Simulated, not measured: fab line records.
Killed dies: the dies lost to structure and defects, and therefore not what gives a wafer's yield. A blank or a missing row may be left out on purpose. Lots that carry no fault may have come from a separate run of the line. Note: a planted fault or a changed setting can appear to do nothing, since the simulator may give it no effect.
Which of the tools did it? + flow n5 finfet + 6 lots with 18 wafers sampled at 2 steps, on a route of 1938 steps

## WHAT THE GAUGES READ, wafer by wafer
N5_PASSIVATION_CD_MEAS_30: target cd 4000 nm.
| lot  | measured     | on        | cd nm (nm)           |
|------|--------------|-----------|----------------------|
| L724 | day 12 07:17 | cd sem-03 | 3998.9 4002.6 4004.1 |
| L726 | day 13 02:16 | cd sem-03 | 4000.8 3997.5 3998.1 |
| L730 | day 13 20:19 | cd sem-03 | 4001.9 3996.8 4002.2 |
| L732 | day 14 01:58 | cd sem-03 | 3997.9 3998.5 3996.6 |
| L734 | day 15 04:59 | cd sem-01 | 4003.4 4002.1 4000.7 |
| L738 | day 16 08:24 | cd sem-01 | 4000.3 3999.6 4000.4 |

## WHAT TOOL EACH LOT RAN ON (gives the tool, then ch and the chambers of the sampled wafers, and finally the start)
| lot  | N5_BEOL_M11_PRECLEAN_42             |
|------|-------------------------------------|
| L724 | wet bench-03 ch 0,1,7, day 10 19:34 |
| L726 | wet bench-02 ch 3,4,5, day 11 08:26 |
| L730 | wet bench-01 ch 0,3,7, day 12 08:45 |
| L732 | wet bench-02 ch 1,2,6, day 12 13:02 |
| L734 | wet bench-02 ch 3,6,7, day 13 10:51 |
| L738 | wet bench-02 ch 5,6,7, day 14 17:24 |
- N5_BEOL_M11_PRECLEAN_42: cleans in residue remover, time 60 s.

## THE ANSWER, worked out from the rows above alone
Rule: usual is defined by the lots themselves. Put in order of their means at a reading, lots are off if they are a third of the lots or fewer, leave a main group of 4 or more, and stand apart from it by a gap of 3 or more times the standard deviation of the main group's means; of several such gaps the widest counts. A main group whose means are all the same, to the digits that the tables above print for the reading, isn't used. Also off: a lot with no number at a reading for which 4 or more lots have one. Any other lot the step has rows for is counted as sound.
No lot is off at any reading shown: from this, nothing can be told.

## WHAT THE SIMULATOR PUT IN
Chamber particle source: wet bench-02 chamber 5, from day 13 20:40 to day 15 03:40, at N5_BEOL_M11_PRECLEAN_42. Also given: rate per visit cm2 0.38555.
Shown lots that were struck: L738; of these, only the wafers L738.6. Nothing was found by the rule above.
